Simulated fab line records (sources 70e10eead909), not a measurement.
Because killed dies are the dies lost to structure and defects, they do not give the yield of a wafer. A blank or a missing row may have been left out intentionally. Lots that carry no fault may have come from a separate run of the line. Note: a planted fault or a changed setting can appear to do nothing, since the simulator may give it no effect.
The tool behind it: which one? -- flow nand-harc -- 33 wafers from 11 lots sampled at 3 of the route's 1302 steps

== WHAT THE GAUGES SHOWED, per wafer ==
NHARC_P_ZERO_WELL_CD_MEAS_52 targets a cd of 2000 nm.
lot,measured,on,cd-nm (nm)
L746,day 2 11:35,cd-sem-03,1996.0 2000.1 1997.2
L749,day 3 17:40,cd-sem-01,1999.5 2000.0 1999.6
L750,day 4 03:26,cd-sem-02,1983.1 1980.5 1983.3
L751,day 4 13:49,cd-sem-02,2000.8 1994.0 1999.6
L756,day 6 15:36,cd-sem-03,2000.5 1996.7 2000.0
L759,day 7 21:45,cd-sem-03,2002.1 2004.5 2003.2
L760,day 8 07:59,cd-sem-01,2003.2 2000.2 2000.4
L762,day 9 03:44,cd-sem-01,2001.2 1999.9 2002.4
L765,day 10 10:25,cd-sem-02,1997.4 1998.2 1999.2
L766,day 10 19:48,cd-sem-02,1999.5 1998.4 2000.4
L767,day 11 05:44,cd-sem-02,1998.3 1997.5 2000.4

== WHICH TOOL RAN EACH LOT (tool, then ch and the chambers of the sampled wafers, then the start) ==
lot,NHARC_P_ZERO_WELL_DESCUM_26,NHARC_P_ZERO_WELL_EXPOSE_49
L746,"rie-diel-13 ch 0,1,3, day 2 08:37","krf-scanner-04 ch 0, day 2 11:26"
L749,"rie-diel-06 ch 0,2,3, day 3 14:40","krf-scanner-03 ch 0, day 3 17:31"
L750,"rie-diel-09 ch 0,1, day 4 00:34","krf-scanner-03 ch 0, day 4 03:16"
L751,"rie-diel-09 ch 0,2,3, day 4 10:47","krf-scanner-03 ch 0, day 4 13:40"
L756,"rie-diel-09 ch 0,1,3, day 6 12:31","krf-scanner-03 ch 0, day 6 15:26"
L759,"rie-diel-13 ch 0,1,3, day 7 18:38","krf-scanner-03 ch 0, day 7 21:36"
L760,"rie-diel-09 ch 0,1,2, day 8 05:07","krf-scanner-03 ch 0, day 8 07:50"
L762,"rie-diel-06 ch 0,3, day 9 00:37","krf-scanner-03 ch 0, day 9 03:35"
L765,"rie-diel-06 ch 0,2, day 10 07:07","krf-scanner-04 ch 0, day 10 10:16"
L766,"rie-diel-09 ch 0,3, day 10 16:41","krf-scanner-03 ch 0, day 10 19:38"
L767,"rie-diel-06 ch 2,3, day 11 02:38","krf-scanner-04 ch 0, day 11 05:35"
- NHARC_P_ZERO_WELL_DESCUM_26: chemistry O2, time 3 s.
- NHARC_P_ZERO_WELL_EXPOSE_49: exposes mask P HVPW, target cd 2000 nm.

== THE ANSWER, worked out from the rows above alone ==
Rule: usual is defined by the lots themselves. Put in order of their means at a reading, lots are off if they are a third of the lots or fewer, leave a main group of 4 or more, and stand apart from it by a gap of 3 or more times the standard deviation of the main group's means; of several such gaps the widest counts. If all means in a main group match to the digits the tables above print for the reading, that group is not used. A lot without any number at a reading at which 4 lots or more have one is off too. All remaining lots with rows at the step are treated as sound.
Off at NHARC_P_ZERO_WELL_CD_MEAS_52 (cd-nm): L750. For the main group the mean is 1999.7 nm and the standard deviation 1.6.
If a tool, at a process step before that reading, ran all the lots that are off and no sound lot after the first of them, it fits. Gauges at NHARC_P_ZERO_WELL_CD_MEAS_52: tried the same way as those tools. No candidate that was tried fits.

== WHAT HAD BEEN PUT IN BY THE SIMULATOR ==
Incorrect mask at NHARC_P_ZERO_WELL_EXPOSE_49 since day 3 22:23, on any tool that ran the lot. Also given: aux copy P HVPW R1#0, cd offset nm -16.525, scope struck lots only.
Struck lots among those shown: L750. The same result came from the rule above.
